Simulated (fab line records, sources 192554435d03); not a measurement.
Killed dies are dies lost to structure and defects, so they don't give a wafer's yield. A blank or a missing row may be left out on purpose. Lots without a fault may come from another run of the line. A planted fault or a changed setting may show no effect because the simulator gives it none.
Chamber matching | flow n5_finfet | N5_BEOL_M13_ILD_DEP_00 on pecvd-03: 3 sister chambers
The step deposits SiOC from DEMS/O2, target thk 837.92 nm, time 166.4 s. 6 wafers are shown with their chamber, then 7 later ones without.

WAFERS WITH THEIR CHAMBER
wafer  | chamber | heater_power_w (W) | showerhead_plenum_p_Torr (Torr)
L619.2 | 2       | 333                | 5.701
L625.1 | 0       | 392                | 5.678
L625.2 | 1       | 613                | 5.714
L625.5 | 1       | 492                | 5.695
L627.1 | 0       | 348                | 5.672
L627.3 | 2       | 354                | 5.694

WAFERS WITHOUT THEIR CHAMBER
wafer  | heater_power_w (W) | showerhead_plenum_p_Torr (Torr)
L627.5 | 368                | 5.665
L631.2 | 519                | 5.720
L631.5 | 364                | 5.674
L631.6 | 311                | 5.691
L633.1 | 568                | 5.707
L633.2 | 372                | 5.683
L633.3 | 359                | 5.653

WHICH CHAMBER EACH WENT THROUGH
wafer  | from the rows above     | in truth
L627.5 | 0                       | 0
L631.2 | 1                       | 1
L631.5 | 0                       | 0
L631.6 | can't be placed: 2 or 0 | 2
L633.1 | 1                       | 1
L633.2 | can't be placed: 0 or 2 | 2
L633.3 | 0                       | 0
Placed correctly: 5 of 7. Can't be placed from these rows: 2 (the true chamber is among the candidates in 2). Placed wrongly: 0.
How it was worked out, from the rows above alone: a wafer's distance from a chamber is the root of the sum, over the readings, of the square of ((its reading less the chamber's mean) divided by the reading's scatter). The wafer belongs to the nearest chamber; if the next one is less than 2 further off, it can't be placed. A chamber's mean is the mean of its shown wafers. The scatter: the root of (the sum of the squares of (reading less its chamber's mean) over the shown wafers, divided by (wafers less chambers)).
